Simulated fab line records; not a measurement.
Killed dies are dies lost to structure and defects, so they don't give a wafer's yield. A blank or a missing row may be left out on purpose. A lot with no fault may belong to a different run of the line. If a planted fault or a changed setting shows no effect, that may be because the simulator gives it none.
Code-filled problem report in 8D (eight disciplines) form + flow nandHarc + the parts of the form that need people (team, actions taken, sign-off) are left out

1. WHAT IS WRONG
Mean of developerTempC at NHARC_P_CONTACT_DEVELOP_11: 23.90 C across 6 wafers in 2 lots; on wafers with no fault it is 22.99 C (standard deviation 0.12). That puts it +7.6 standard deviations away from the usual mean.
The step: develop time 35 s.
Seen first at day 12 02:00 on lithoTrack-04, wafer L385.1. The record holds 42 wafers of 14 lots with a number at this step. By rule, "out" or "out of limits" means more than 4 standard deviations away from the usual mean. The other wafers with a number count as sound.

2. WHAT IT IS, AND WHAT IT ISN'T
| question                    | is                     | is not                                                                          |
|-----------------------------|------------------------|---------------------------------------------------------------------------------|
| which readings at this step | developerTempC         | -                                                                               |
| which lots                  | L385, L386             | L370, L372, L373, L375, L376, L377, L378, L379, L380, L391, L392, L393          |
| which wafers of those lots  | all that have a number | -                                                                               |
| read on which tools         | lithoTrack-04          | lithoTrack-01, lithoTrack-06                                                    |
| when                        | from day 12 02:00      | up to then (27 sound wafers); but 9 sound wafers of L391, L392, L393 came after |

3. SUSPECTS, AND WHAT RULES EACH OUT
Counting: any tool at a process step up to the reading is kept as a suspect provided that every lot that is out went through it and no sound lot did after the first of them.
- lithoTrack-04 at NHARC_P_CONTACT_DEVELOP_11 (develop time 35 s): kept. Every lot that is out went through it, starting with L385 (day 12 02:00), and after that it ran no sound lot; the last sound lot it ran before then is L377 (day 8 16:00). Its own developerTempC readings are out on those wafers.
Remaining after the count: lithoTrack-04 at NHARC_P_CONTACT_DEVELOP_11.

4. THE CAUSE (what the simulator had put in)
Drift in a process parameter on lithoTrack-04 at NHARC_P_CONTACT_DEVELOP_11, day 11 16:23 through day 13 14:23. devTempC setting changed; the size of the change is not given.
Only this tool survived the counting.

5. THE EFFECT CHAIN, in route order
Each row: a reading where the mean over the struck wafers with a number is more than 3 standard deviations away from the usual. Only readings for which the record gives a usual standard deviation are gone through. hours: the time from each lot's start at the first step in this table that gives one to its start at this step, as a median over the lots. sigmas: the change in usual standard deviations.
| hours | step                       | reading        | usual   | on struck wafers | change | sigmas |
|-------|----------------------------|----------------|---------|------------------|--------|--------|
| 0     | NHARC_P_CONTACT_DEVELOP_11 | developerTempC | 22.99 C | 23.90            | +0.91  | +7.6   |
The process steps in it:
- NHARC_P_CONTACT_DEVELOP_11: develop time 35 s.
Later measuring or inspecting steps at which every struck wafer that the step has a row for has a number for every such reading, and none has moved that far: NHARC_END_SORT_01.

6. HOW IT WOULD HAVE BEEN CAUGHT EARLIER
In this record the first reading out of limits was taken at day 12 02:00, 10 hours after the fault began at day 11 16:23.
